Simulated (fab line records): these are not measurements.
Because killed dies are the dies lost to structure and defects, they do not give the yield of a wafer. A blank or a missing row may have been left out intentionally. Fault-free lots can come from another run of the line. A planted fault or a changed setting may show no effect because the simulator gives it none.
fab line records	flow n5Finfet
record lots=24	wafers=72	lastDay=18
route steps=1938 shown BEOL_M8@1387 BEOL_M9@1402
lots that met no fault: taken from a fault-free run of the same line
startH: the number of hours between the record's first day and the start of the first shown wafer of the lot	waitH: hours from the lot's prior step to this one	" repeats the value in the row above	L1.1+2: several wafers, shown together as one row	- value missing, or start not given	* or withheld: withheld	< > ~ a bound
route shown NAME@n: names a module that has steps shown in the file, with the first one's number in the route	usual: average and standard deviation across the fault-free wafers	same: alike in all rows	chamber/n: place in a boat	sites: readings site by site	_std_site: standard deviation of those values	_edge_site: mean of outer sites minus mean of inner sites	radiusMm: for every site, how far away it sits from the centre of the wafer	mask NAME#n: copy n	behind: the last tool/chamber to shape the wafer	hold: cause of the lot's hold/its duration in hours/its outcome	device: names the non-switching transistor (n, p or np)	end of line: the route-end tests of the same wafers	a step with no rows: only its recipe	killed: the dies lost at the first sort to structure and to defects; this is not the yield of the wafer	map: shows each die of a wafer: x if killed, . if not, _ if none is there
set.NAME: the setting that was run; set.NAME@STEP: the one run at that earlier step	model.NAME: the simulator's own value behind a step, which no gauge read
a sample of lots followed through the steps of the route, with each step as a table and each wafer as a row
services: a tool's chamber out of use, with start hour (startH, from the record's first day; less than 0 if before it), hours out, and reason
## steps
# step N5_BEOL_M8_DEGAS_44
# recipe ambient=vacuum	tempC=250	timeS=60
# usual heaterPowerW=326/29
lot.wafer	tool	chamber	startH	waitH	heaterPowerW
L075.3	pvdSputter-03	-	220.94	0.4	315
L075.4	"	-	"	"	318
L075.6	"	-	"	"	348
L074.1	pvdSputter-03	-	221.02	0.5	317
L074.4	"	-	"	"	348
L074.5	"	-	"	"	350
L078.1	pvdSputter-02	-	237.86	0.5	320
L078.2	"	-	"	"	359
L078.6	"	-	"	"	321
L076.2	pvdSputter-01	-	244.08	0.5	308
L076.3	"	-	"	"	393
L076.5	"	-	"	"	314
L079.1	pvdSputter-02	-	247.74	0.9	346
L079.2	"	-	"	"	286
L079.5	"	-	"	"	286
L081.2	pvdSputter-02	-	252.08	2.4	322
L081.5	"	-	"	"	364
L081.6	"	-	"	"	311
L077.2	pvdSputter-02	-	252.50	0.3	308
L077.3	"	-	"	"	317
L077.5	"	-	"	"	313
L080.2	pvdSputter-01	-	252.93	0.3	299
L080.3	"	-	"	"	407
L080.5	"	-	"	"	295
L082.1	pvdSputter-03	-	267.60	0.6	356
L082.2	"	-	"	"	351
L082.3	"	-	"	"	318
L083.4	pvdSputter-03	-	267.76	0.2	360
L083.5	"	-	"	"	348
L083.6	"	-	"	"	323
L085.4	pvdSputter-03	-	272.22	1.6	309
L085.5	"	-	"	"	313
L085.6	"	-	"	"	355
L084.2	pvdSputter-02	-	273.54	0.5	308
L084.3	"	-	"	"	356
L084.4	"	-	"	"	316
L087.2	pvdSputter-03	-	291.11	0.8	316
L087.3	"	-	"	"	302
L087.6	"	-	"	"	323
L086.2	pvdSputter-01	-	294.73	0.6	302
L086.4	"	-	"	"	402
L086.5	"	-	"	"	414
L088.1	pvdSputter-03	-	301.04	0.3	320
L088.3	"	-	"	"	358
L088.4	"	-	"	"	345
L090.3	pvdSputter-02	-	309.42	0.5	280
L090.4	"	-	"	"	312
L090.6	"	-	"	"	315
L092.1	pvdSputter-02	-	319.58	0.5	281
L092.4	"	-	"	"	317
L092.6	"	-	"	"	309
L093.1	pvdSputter-02	-	320.06	0.6	313
L093.2	"	-	"	"	287
L093.6	"	-	"	"	281
L089.3	pvdSputter-01	-	320.09	0.4	305
L089.4	"	-	"	"	299
L089.5	"	-	"	"	297
L091.2	pvdSputter-03	-	320.20	0.5	355
L091.4	"	-	"	"	321
L091.5	"	-	"	"	353
L094.2	pvdSputter-02	-	320.22	0.2	287
L094.3	"	-	"	"	310
L094.6	"	-	"	"	281
L096.1	pvdSputter-02	-	344.77	0.3	359
L096.2	"	-	"	"	317
L096.5	"	-	"	"	308
L095.1	pvdSputter-02	-	345.11	0.6	310
L095.3	"	-	"	"	359
L095.5	"	-	"	"	294
L097.1	pvdSputter-01	-	351.02	0.6	295
L097.2	"	-	"	"	325
L097.4	"	-	"	"	404
# step N5_BEOL_M8_SPUTTER_48
# recipe material=Cu	targetThkA=100	tempC=-20	biasV=60	powerW=26000	chamberPressurePa=0.13	timeS=1.667
# usual chamberPressurePa=0.12994/0.00027	throttleValvePct=29.9/0.89
lot.wafer	tool	chamber	startH	waitH	chamberPressurePa	throttleValvePct
L075.3	pvdSputter-02	-	221.64	0.1	0.12994	30.0
L075.4	"	-	"	"	0.13006	29.0
L075.6	"	-	"	"	0.12984	29.9
L074.1	pvdSputter-02	-	223.64	1.9	0.12976	28.4
L074.4	"	-	"	"	0.13016	31.4
L074.5	"	-	"	"	0.12997	31.2
L078.1	pvdSputter-01	-	238.52	0.1	0.13001	31.1
L078.2	"	-	"	"	0.12988	29.7
L078.6	"	-	"	"	0.12977	30.1
L076.2	pvdSputter-02	-	246.86	1.9	0.12997	31.3
L076.3	"	-	"	"	0.12964	28.9
L076.5	"	-	"	"	0.12971	29.9
L079.1	pvdSputter-02	-	248.66	0.1	0.12996	28.4
L079.2	"	-	"	"	0.12983	28.7
L079.5	"	-	"	"	0.12953	31.2
L081.2	pvdSputter-01	-	252.73	0.1	0.13038	30.0
L081.5	"	-	"	"	0.12986	31.2
L081.6	"	-	"	"	0.13024	29.1
L077.2	pvdSputter-03	-	253.10	0.1	0.13013	30.4
L077.3	"	-	"	"	0.13005	29.6
L077.5	"	-	"	"	0.12995	29.8
L080.2	pvdSputter-02	-	253.56	0.1	0.12987	28.4
L080.3	"	-	"	"	0.12999	29.8
L080.5	"	-	"	"	0.12996	28.8
L082.1	pvdSputter-03	-	268.34	0.1	0.12995	30.1
L082.2	"	-	"	"	0.1297	30.5
L082.3	"	-	"	"	0.12987	29.7
L083.4	pvdSputter-01	-	269.78	0.1	0.12999	29.1
L083.5	"	-	"	"	0.12944	30.0
L083.6	"	-	"	"	0.12958	30.3
L085.4	pvdSputter-02	-	273.34	0.1	0.13017	28.7
L085.5	"	-	"	"	0.12976	29.9
L085.6	"	-	"	"	0.13031	28.9
L084.2	pvdSputter-02	-	274.38	0.2	0.12985	30.1
L084.3	"	-	"	"	0.13026	28.4
L084.4	"	-	"	"	0.13026	29.0
L087.2	pvdSputter-03	-	291.95	0.3	0.13	30.1
L087.3	"	-	"	"	0.13037	30.7
L087.6	"	-	"	"	0.13019	29.6
L086.2	pvdSputter-01	-	295.59	0.1	0.13023	31.2
L086.4	"	-	"	"	0.13028	29.9
L086.5	"	-	"	"	0.13023	30.3
L088.1	pvdSputter-02	-	301.70	0.1	0.12987	31.3
L088.3	"	-	"	"	0.12996	29.7
L088.4	"	-	"	"	0.13028	28.6
L090.3	pvdSputter-03	-	310.52	0.2	0.13003	29.9
L090.4	"	-	"	"	0.12979	30.7
L090.6	"	-	"	"	0.13001	30.1
L092.1	pvdSputter-01	-	320.59	0.2	0.12996	30.1
L092.4	"	-	"	"	0.13022	29.1
L092.6	"	-	"	"	0.12912	30.2
L093.1	pvdSputter-01	-	320.68	0.1	0.13009	30.4
L093.2	"	-	"	"	0.12992	29.8
L093.6	"	-	"	"	0.12969	31.4
L089.3	pvdSputter-01	-	320.80	0.1	0.12978	31.4
L089.4	"	-	"	"	0.12966	30.2
L089.5	"	-	"	"	0.12964	31.1
L091.2	pvdSputter-01	-	320.92	0.2	0.13029	29.9
L091.4	"	-	"	"	0.12957	30.4
L091.5	"	-	"	"	0.12954	30.4
L094.2	pvdSputter-01	-	322.84	1.8	0.13053	28.8
L094.3	"	-	"	"	0.13014	29.8
L094.6	"	-	"	"	0.12928	31.1
L096.1	pvdSputter-01	-	345.75	0.2	0.12998	29.6
L096.2	"	-	"	"	0.13008	30.0
L096.5	"	-	"	"	0.13015	28.8
L095.1	pvdSputter-02	-	346.01	0.2	0.13006	31.3
L095.3	"	-	"	"	0.13006	29.8
L095.5	"	-	"	"	0.13044	29.0
L097.1	pvdSputter-01	-	353.02	1.3	0.13015	30.8
L097.2	"	-	"	"	0.13007	28.9
L097.4	"	-	"	"	0.12997	31.4
# step N5_BEOL_M8_DEP_56
# recipe material=SiCN	targetThkA=100	tempC=withheld	precursor=3MS/NH3	pressureTorr=3	rfW=202	timeS=17.5
# usual showerheadPlenumPTorr=3.667/0.015	showerheadVppV=876/41	throttleValvePct=8.9/0.6
lot.wafer	tool	chamber	startH	waitH	showerheadPlenumPTorr	showerheadVppV	throttleValvePct
L075.3	pecvd-03	0	222.55	0.0	3.665	830	9.1
L075.4	"	1	"	"	3.699	840	9.4
L075.6	"	0	"	"	3.666	849	8.6
L074.1	pecvd-03	0	224.52	0.0	3.666	830	8.8
L074.4	"	0	"	"	3.672	839	8.9
L074.5	"	0	"	"	3.656	849	8.7
L078.1	pecvd-04	1	240.12	0.0	3.672	894	10.4
L078.2	"	0	"	"	3.672	879	9.3
L078.6	"	1	"	"	3.653	900	10.3
L076.2	pecvd-03	1	247.72	0.0	3.690	850	9.4
L076.3	"	2	"	"	3.644	954	8.2
L076.5	"	1	"	"	3.680	845	9.2
L079.1	pecvd-01	0	249.52	0.0	3.668	902	8.7
L079.2	"	1	"	"	3.652	886	8.7
L079.5	"	2	"	"	3.691	844	8.0
L081.2	pecvd-03	1	253.59	0.0	3.698	863	9.5
L081.5	"	2	"	"	3.645	948	8.4
L081.6	"	1	"	"	3.679	845	9.6
L077.2	pecvd-03	0	254.14	0.0	3.662	844	8.6
L077.3	"	2	"	"	3.647	952	8.1
L077.5	"	2	"	"	3.648	946	8.1
L080.2	pecvd-03	0	254.44	0.0	3.669	848	8.7
L080.3	"	2	"	"	3.646	946	8.5
L080.5	"	0	"	"	3.659	853	8.8
L082.1	pecvd-04	2	269.59	0.0	3.666	866	8.4
L082.2	"	0	"	"	3.669	883	9.4
L082.3	"	1	"	"	3.662	899	10.5
L083.4	pecvd-03	2	270.67	0.0	3.640	954	8.4
L083.5	"	1	"	"	3.676	833	9.6
L083.6	"	0	"	"	3.668	856	8.6
L085.4	pecvd-03	0	274.24	0.0	3.665	831	8.9
L085.5	"	1	"	"	3.671	828	9.4
L085.6	"	2	"	"	3.651	944	8.4
L084.2	pecvd-03	2	275.38	0.0	3.651	946	8.3
L084.3	"	0	"	"	3.657	825	8.8
L084.4	"	2	"	"	3.643	943	8.0
L087.2	pecvd-01	1	292.95	0.0	3.654	883	8.6
L087.3	"	2	"	"	3.681	830	8.0
L087.6	"	1	"	"	3.643	888	8.5
L086.2	pecvd-03	2	296.73	0.0	3.640	941	8.3
L086.4	"	2	"	"	3.634	950	8.3
L086.5	"	0	"	"	3.664	849	8.9
L088.1	pecvd-03	0	302.93	0.0	3.667	835	8.9
L088.3	"	2	"	"	3.649	934	8.5
L088.4	"	1	"	"	3.680	850	9.6
L090.3	pecvd-01	1	311.38	0.0	3.644	886	8.9
L090.4	"	1	"	"	3.656	885	8.6
L090.6	"	2	"	"	3.688	845	7.9
L093.1	pecvd-01	2	322.77	0.0	3.688	835	8.1
L093.2	"	1	"	"	3.655	890	8.6
L093.6	"	0	"	"	3.672	898	8.6
L092.1	pecvd-03	0	323.00	0.0	3.668	849	9.2
L092.4	"	0	"	"	3.672	822	8.8
L092.6	"	2	"	"	3.647	947	7.9
L089.3	pecvd-03	0	323.17	0.0	3.671	864	9.0
L089.4	"	0	"	"	3.663	843	8.6
L089.5	"	1	"	"	3.691	846	9.2
L091.2	pecvd-01	0	323.54	0.0	3.663	907	9.1
L091.4	"	2	"	"	3.679	839	7.9
L091.5	"	0	"	"	3.659	908	8.6
L094.2	pecvd-04	0	324.35	0.0	3.664	906	9.7
L094.3	"	2	"	"	3.657	843	8.4
L094.6	"	2	"	"	3.674	850	8.5
L096.1	pecvd-03	2	346.79	0.0	3.656	961	8.4
L096.2	"	0	"	"	3.662	835	8.8
L096.5	"	2	"	"	3.642	950	8.4
L095.1	pecvd-04	2	347.17	0.0	3.643	850	8.2
L095.3	"	1	"	"	3.669	899	10.4
L095.5	"	1	"	"	3.662	896	10.4
L097.1	pecvd-03	1	353.97	0.0	3.688	848	9.4
L097.2	"	0	"	"	3.664	844	8.8
L097.4	"	0	"	"	3.662	844	9.0
# step N5_BEOL_M9_CURE_71
# recipe tempC=385	timeS=240	ambient=He/Ar	material=SiCOH_lowk
# usual lampPowerPct=52.31/0.057	wafer_temp_C_max=386.9/0.63
lot.wafer	tool	chamber	startH	waitH	lampPowerPct	wafer_temp_C_max
L075.3	uvCure-01	2	222.92	0.2	52.38	386.6
L075.4	"	2	"	"	52.22	386.6
L075.6	"	2	"	"	52.16	386.2
L074.1	uvCure-02	2	224.74	0.0	52.29	387.7
L074.4	"	2	"	"	52.39	387.8
L074.5	"	2	"	"	52.21	387.2
L078.1	uvCure-02	1	240.33	0.0	52.32	387.9
L078.2	"	1	"	"	52.25	388.1
L078.6	"	1	"	"	52.21	387.3
L076.2	uvCure-01	1	248.04	0.2	52.30	387.5
L076.3	"	1	"	"	52.30	388.0
L076.5	"	1	"	"	52.37	387.6
L079.1	uvCure-02	0	249.73	0.0	52.27	386.3
L079.2	"	0	"	"	52.25	385.8
L079.5	"	0	"	"	52.36	386.1
L081.2	uvCure-02	2	253.88	0.1	52.32	387.2
L081.5	"	2	"	"	52.37	387.4
L081.6	"	2	"	"	52.29	387.3
L077.2	uvCure-02	2	254.43	0.1	52.30	387.9
L077.3	"	2	"	"	52.41	387.0
L077.5	"	2	"	"	52.37	386.8
L080.2	uvCure-01	0	254.78	0.2	52.35	386.3
L080.3	"	0	"	"	52.37	385.9
L080.5	"	0	"	"	52.33	386.6
L082.1	uvCure-02	1	269.80	0.0	52.30	386.8
L082.2	"	1	"	"	52.35	386.9
L082.3	"	1	"	"	52.25	388.0
L083.4	uvCure-01	2	271.10	0.3	52.34	387.0
L083.5	"	2	"	"	52.29	386.6
L083.6	"	2	"	"	52.33	386.3
L085.4	uvCure-03	1	274.91	0.5	52.29	386.5
L085.5	"	1	"	"	52.23	386.1
L085.6	"	1	"	"	52.33	387.0
L084.2	uvCure-03	2	275.91	0.4	52.34	388.2
L084.3	"	2	"	"	52.30	387.7
L084.4	"	2	"	"	52.31	387.3
L087.2	uvCure-02	2	293.58	0.5	52.30	386.6
L087.3	"	2	"	"	52.43	386.9
L087.6	"	2	"	"	52.35	387.6
L086.2	uvCure-02	1	297.05	0.2	52.25	387.4
L086.4	"	1	"	"	52.36	387.9
L086.5	"	1	"	"	52.24	387.3
L088.1	uvCure-03	0	303.17	0.1	52.23	386.1
L088.3	"	0	"	"	52.26	386.3
L088.4	"	0	"	"	52.20	386.0
L090.3	uvCure-03	1	312.20	0.7	52.32	386.5
L090.4	"	1	"	"	52.34	386.3
L090.6	"	1	"	"	52.35	386.4
L093.1	uvCure-01	2	322.98	0.0	52.31	386.7
L093.2	"	2	"	"	52.35	386.4
L093.6	"	2	"	"	52.23	386.6
L092.1	uvCure-03	0	323.21	0.0	52.34	386.3
L092.4	"	0	"	"	52.36	386.2
L092.6	"	0	"	"	52.36	386.3
L089.3	uvCure-02	0	323.54	0.2	52.41	386.5
L089.4	"	0	"	"	52.23	386.2
L089.5	"	0	"	"	52.23	386.0
L091.2	uvCure-01	0	323.83	0.1	52.33	386.9
L091.4	"	0	"	"	52.30	385.9
L091.5	"	0	"	"	52.40	386.9
L094.2	uvCure-02	1	324.64	0.1	52.30	387.5
L094.3	"	1	"	"	52.33	387.8
L094.6	"	1	"	"	52.33	388.9
L096.1	uvCure-01	1	347.05	0.1	52.35	386.8
L096.2	"	1	"	"	52.28	387.3
L096.5	"	1	"	"	52.31	386.7
L095.1	uvCure-01	1	347.53	0.2	52.36	386.7
L095.3	"	1	"	"	52.36	386.7
L095.5	"	1	"	"	52.36	387.3
L097.1	uvCure-02	1	354.18	0.0	52.38	387.5
L097.2	"	1	"	"	52.25	386.9
L097.4	"	1	"	"	52.22	387.7
# step N5_BEOL_M9_ETCH_62
# recipe chemistry=N2/H2	target=SOC	targetDepthA=1100	overetchA=220	maskMaterial=SiARC	tempC=40	timeS=165	ionEnergyEv=200	pressureMtorr=30	sourceW=840	biasW=150	n2FlowSccm=200	h2FlowSccm=200
# usual drypumpMotorCurrentA=5.8/0.31	h2FlowSccm=200.1/0.6	oesProductAu=0.65/0.05	rfVppV=523.4/2.6	showerheadPlenumPTorr=2.53/0.084	throttleValvePct=17.87/0.25
lot.wafer	tool	chamber	startH	waitH	drypumpMotorCurrentA	h2FlowSccm	oesProductAu	rfHoursCounterH	rfVppV	showerheadPlenumPTorr	throttleValvePct
L075.3	rieDiel-04	0	226.47	0.0	5.8	200.4	0.66	118	525.9	2.53	17.67
L075.4	"	2	"	"	6.1	200.3	0.59	227	519.8	2.42	18.06
L075.6	"	0	"	"	5.7	199.3	0.66	-	524.2	2.53	17.67
L074.1	rieDiel-01	2	226.66	0.0	6.3	200.0	0.61	189	526.5	2.62	17.84
L074.4	"	1	"	"	5.9	199.6	0.61	205	520.1	2.44	18.23
L074.5	"	2	"	"	6.3	200.6	0.61	-	525.0	2.62	17.85
L078.1	rieDiel-04	3	243.38	0.0	5.1	199.9	0.65	139	524.4	2.55	17.50
L078.2	"	0	"	"	5.7	200.6	0.67	124	525.3	2.53	17.68
L078.6	"	0	"	"	5.7	201.0	0.65	-	523.4	2.53	17.68
L076.2	rieDiel-01	1	249.84	0.0	5.9	200.5	0.60	213	519.3	2.44	18.25
L076.3	"	3	"	"	5.7	199.0	0.64	160	520.8	2.43	17.99
L076.5	"	2	"	"	6.4	200.8	0.61	-	525.7	2.62	17.83
L079.1	rieDiel-03	2	253.12	0.0	5.7	200.0	0.64	169	526.3	2.63	18.05
L079.2	"	0	"	"	5.7	199.8	0.71	66	528.9	2.68	18.03
L079.5	"	1	"	"	5.4	199.4	0.67	-	524.5	2.54	17.58
L081.2	rieDiel-04	1	256.14	0.0	5.7	200.9	0.71	84	522.3	2.45	17.49
L081.5	"	3	"	"	5.0	200.8	0.65	-	522.8	2.55	17.50
L081.6	"	0	"	"	5.8	200.5	0.65	-	525.2	2.53	17.68
L077.2	rieDiel-03	3	256.39	0.0	5.9	200.2	0.59	239	522.5	2.52	18.10
L077.3	"	2	"	"	5.6	199.8	0.63	170	525.9	2.63	18.04
L077.5	"	3	"	"	5.9	199.4	0.59	-	523.1	2.52	18.08
L080.2	rieDiel-04	2	256.68	0.0	6.0	199.4	0.58	236	517.9	2.42	18.07
L080.3	"	0	"	"	5.7	200.6	0.66	128	526.1	2.53	17.69
L080.5	"	1	"	"	5.7	200.4	0.70	-	521.0	2.45	17.51
L082.1	rieDiel-03	0	273.25	0.0	5.7	201.1	0.71	72	526.5	2.68	18.04
L082.2	"	1	"	"	5.4	200.1	0.66	133	524.2	2.53	17.57
L082.3	"	2	"	"	5.6	199.5	0.63	175	525.9	2.62	18.05
L083.4	rieDiel-03	2	273.64	0.1	5.7	200.0	0.62	-	528.2	2.62	18.06
L083.5	"	3	"	"	5.9	199.2	0.59	-	523.7	2.51	18.09
L083.6	"	0	"	"	5.7	200.6	0.70	-	526.2	2.68	18.04
L085.4	rieDiel-01	0	277.18	0.0	5.8	199.7	0.70	80	524.2	2.58	17.63
L085.5	"	2	"	"	6.4	199.7	0.60	-	526.0	2.62	17.87
L085.6	"	3	"	"	5.7	200.1	0.62	-	521.3	2.43	18.01
L084.2	rieDiel-01	1	280.45	0.0	5.9	200.0	0.60	223	520.2	2.43	18.29
L084.3	"	3	"	"	5.7	199.7	0.64	169	519.4	2.43	18.00
L084.4	"	2	"	"	6.4	200.6	0.60	206	525.7	2.62	17.88
L087.2	rieDiel-01	0	295.36	0.0	5.8	200.0	0.69	85	525.0	2.58	17.65
L087.3	"	1	"	"	5.9	200.0	0.59	227	520.4	2.43	18.27
L087.6	"	2	"	"	6.4	200.2	0.60	-	526.0	2.61	17.88
L086.2	rieDiel-04	1	299.19	0.0	5.7	200.7	0.70	98	520.8	2.45	17.52
L086.4	"	2	"	"	6.1	199.7	0.58	250	520.1	2.41	18.10
L086.5	"	2	"	"	6.1	200.0	0.57	-	520.0	2.41	18.11
L088.1	rieDiel-01	2	306.48	0.0	6.3	200.6	0.59	213	526.4	2.61	17.87
L088.3	"	1	"	"	5.9	201.0	0.60	230	519.5	2.43	18.29
L088.4	"	3	"	"	5.7	200.1	0.63	177	519.7	2.42	18.02
L090.3	rieDiel-01	2	314.61	0.0	6.3	198.9	0.61	215	527.1	2.61	17.88
L090.4	"	3	"	"	5.7	199.9	0.63	180	519.3	2.42	18.04
L090.6	"	0	"	"	5.8	201.0	0.69	-	525.2	2.58	17.66
L093.1	rieDiel-04	1	324.42	0.0	5.7	200.3	0.70	109	523.3	2.44	17.55
L093.2	"	0	"	"	5.7	199.7	0.64	150	522.1	2.52	17.72
L093.6	"	3	"	"	5.0	200.3	0.64	-	521.9	2.54	17.55
L089.3	rieDiel-01	2	326.58	0.0	6.3	198.6	0.60	218	526.2	2.61	17.88
L089.4	"	1	"	"	5.9	199.4	0.59	237	519.5	2.43	18.29
L089.5	"	0	"	"	5.8	199.8	0.67	-	523.7	2.57	17.66
L092.1	rieDiel-01	1	327.00	0.0	5.9	200.1	0.58	237	520.3	2.43	18.30
L092.4	"	3	"	"	5.7	200.2	0.62	183	522.1	2.42	18.03
L092.6	"	1	"	"	5.9	199.3	0.59	-	519.0	2.43	18.28
L091.2	rieDiel-01	0	327.26	0.0	5.8	200.0	0.68	97	525.2	2.57	17.66
L091.4	"	2	"	"	6.4	200.7	0.59	218	524.8	2.61	17.89
L091.5	"	0	"	"	5.8	200.3	0.68	-	524.0	2.57	17.66
L094.2	rieDiel-04	1	327.36	0.0	5.7	200.7	0.70	110	521.5	2.44	17.54
L094.3	"	0	"	"	5.7	199.9	0.64	150	524.1	2.52	17.72
L094.6	"	0	"	"	5.7	198.7	0.64	-	522.7	2.52	17.73
L096.1	rieDiel-03	3	349.34	0.0	5.9	199.5	0.80	8	522.8	2.51	17.62
L096.2	"	0	"	"	5.7	201.3	0.68	99	526.5	2.67	18.08
L096.5	"	0	"	"	5.7	201.2	0.68	-	528.3	2.67	18.06
L095.1	rieDiel-01	2	349.59	0.0	6.3	200.3	0.60	224	526.6	2.61	17.91
L095.3	"	1	"	"	5.9	200.4	0.58	243	519.2	2.42	18.30
L095.5	"	0	"	"	5.8	200.6	0.67	-	524.2	2.57	17.66
L097.1	rieDiel-03	0	357.96	0.0	5.7	200.9	0.68	103	527.0	2.67	18.09
L097.2	"	3	"	"	5.9	200.1	0.78	12	521.4	2.51	17.62
L097.4	"	0	"	"	5.7	198.8	0.68	-	526.7	2.67	18.09
# step N5_BEOL_M9_HM_OPEN_17
# recipe chemistry=Cl2/BCl3	targetDepthA=200	overetchA=60	target=TiN	maskMaterial=SOC	ionEnergyEv=150	pressureMtorr=10	icpW=1000	biasW=126	Cl2_flow_sccm=53.25	bcl3FlowSccm=21.75	Ar_flow_sccm=25
# usual drypumpMotorCurrentA=5.8/0.52	oesProductAu=0.69/0.076	throttleValvePct=22.07/0.27
lot.wafer	tool	chamber	startH	waitH	drypumpMotorCurrentA	oesProductAu	rfHoursCounterH	throttleValvePct
L075.3	rieMetal-03	1	226.69	0.1	5.6	0.62	-	21.65
L075.4	"	0	"	"	5.3	0.60	-	22.00
L075.6	"	1	"	"	5.6	0.61	-	21.68
L074.1	rieMetal-01	0	226.85	0.0	5.0	0.76	11	22.14
L074.4	"	0	"	"	5.0	0.75	-	22.14
L074.5	"	0	"	"	5.1	0.75	-	22.15
L078.1	rieMetal-02	0	243.57	0.0	5.6	0.69	33	22.50
L078.2	"	1	"	"	6.6	0.79	5	21.97
L078.6	"	1	"	"	6.5	0.79	-	21.95
L076.2	rieMetal-02	1	250.03	0.0	6.5	0.81	6	21.94
L076.3	"	1	"	"	6.6	0.79	-	21.95
L076.5	"	0	"	"	5.6	0.69	-	22.50
L079.1	rieMetal-02	1	253.30	0.0	6.5	0.80	6	21.92
L079.2	"	0	"	"	5.5	0.69	34	22.50
L079.5	"	0	"	"	5.6	0.69	-	22.50
L081.2	rieMetal-01	1	256.33	0.0	5.7	0.74	16	21.95
L081.5	"	1	"	"	5.7	0.75	-	21.93
L081.6	"	0	"	"	5.0	0.74	-	22.16
L077.2	rieMetal-03	0	256.58	0.0	5.3	0.58	77	22.00
L077.3	"	0	"	"	5.3	0.58	-	21.98
L077.5	"	1	"	"	5.6	0.61	-	21.69
L080.2	rieMetal-02	0	256.86	0.0	5.6	0.69	35	22.51
L080.3	"	0	"	"	5.6	0.69	-	22.52
L080.5	"	1	"	"	6.5	0.79	-	21.95
L082.1	rieMetal-02	0	273.43	0.0	5.6	0.69	36	22.51
L082.2	"	1	"	"	6.5	0.78	8	21.93
L082.3	"	0	"	"	5.5	0.69	-	22.50
L083.4	rieMetal-03	1	273.78	0.1	5.6	0.60	-	21.69
L083.5	"	1	"	"	5.6	0.61	-	21.69
L083.6	"	0	"	"	5.3	0.59	-	22.00
L085.4	rieMetal-02	0	277.39	0.1	5.6	0.68	-	22.50
L085.5	"	1	"	"	6.6	0.78	-	21.95
L085.6	"	0	"	"	5.6	0.67	-	22.54
L084.2	rieMetal-02	1	280.63	0.0	6.5	0.78	9	21.94
L084.3	"	0	"	"	5.6	0.68	-	22.53
L084.4	"	1	"	"	6.5	0.79	-	21.95
L087.2	rieMetal-02	1	295.55	0.0	6.6	0.76	10	21.97
L087.3	"	1	"	"	6.5	0.79	-	21.95
L087.6	"	0	"	"	5.6	0.67	-	22.53
L086.2	rieMetal-03	1	299.38	0.0	5.6	0.60	76	21.68
L086.4	"	0	"	"	5.3	0.58	-	22.02
L086.5	"	1	"	"	5.6	0.60	-	21.68
L088.1	rieMetal-02	1	306.67	0.0	6.5	0.77	10	21.96
L088.3	"	1	"	"	6.5	0.78	-	21.96
L088.4	"	0	"	"	5.5	0.67	-	22.54
L090.3	rieMetal-03	1	314.83	0.1	5.6	0.60	-	21.69
L090.4	"	0	"	"	5.3	0.57	-	22.01
L090.6	"	0	"	"	5.3	0.58	-	21.99
L093.1	rieMetal-03	1	324.61	0.0	5.6	0.59	79	21.71
L093.2	"	0	"	"	5.3	0.57	84	22.04
L093.6	"	1	"	"	5.6	0.58	-	21.71
L089.3	rieMetal-02	1	326.83	0.1	6.5	0.77	-	21.96
L089.4	"	1	"	"	6.5	0.78	-	21.96
L089.5	"	1	"	"	6.5	0.77	-	21.95
L092.1	rieMetal-01	0	327.19	0.0	5.0	0.72	21	22.15
L092.4	"	0	"	"	5.0	0.71	-	22.18
L092.6	"	0	"	"	5.0	0.71	-	22.17
L091.2	rieMetal-02	1	327.47	0.1	6.6	0.78	-	21.94
L091.4	"	1	"	"	6.6	0.76	-	21.96
L091.5	"	1	"	"	6.5	0.77	-	21.94
L094.2	rieMetal-03	1	327.55	0.0	5.6	0.60	79	21.68
L094.3	"	1	"	"	5.6	0.59	-	21.69
L094.6	"	0	"	"	5.3	0.58	-	22.01
L096.1	rieMetal-02	1	349.53	0.0	6.6	0.74	15	21.99
L096.2	"	0	"	"	5.6	0.67	42	22.54
L096.5	"	1	"	"	6.5	0.76	-	21.96
L095.1	rieMetal-02	0	349.78	0.0	5.5	0.65	42	22.57
L095.3	"	0	"	"	5.5	0.66	-	22.55
L095.5	"	1	"	"	6.5	0.74	-	21.98
L097.1	rieMetal-01	0	358.15	0.0	5.0	0.70	24	22.20
L097.2	"	1	"	"	5.7	0.70	27	21.97
L097.4	"	0	"	"	5.0	0.69	-	22.17
## services
tool	chamber	startH	hours	kind
rieMetal-02	-	198.86	2.8	pm
uvCure-01	-	201.18	7.5	pm
rieDiel-01	-	207.15	2.3	repair
uvCure-02	-	211.34	5.0	pm
uvCure-02	-	216.34	7.5	pm
pecvd-01	-	222.27	2.8	pm
pecvd-03	-	228.10	5.5	pm
uvCure-02	-	228.90	3.4	pm
rieDiel-01	-	229.78	2.5	repair
uvCure-02	-	233.65	6.0	pm
pecvd-01	0	237.40	3.7	repair
rieDiel-03	-	262.64	0.5	repair
uvCure-02	-	272.40	7.0	repair
rieMetal-03	-	272.79	0.3	repair
rieDiel-04	0	289.58	7.4	repair
rieMetal-02	-	297.91	1.1	repair
rieDiel-04	2	306.17	5.3	repair
rieMetal-02	0	325.16	6.6	repair
rieMetal-03	1	330.96	1.0	repair
rieDiel-03	2	342.53	6.8	repair
rieDiel-04	0	344.79	4.5	repair
uvCure-01	-	344.91	0.8	repair
uvCure-02	-	346.62	6.2	repair
rieDiel-01	3	352.67	2.8	repair
## key
fault none
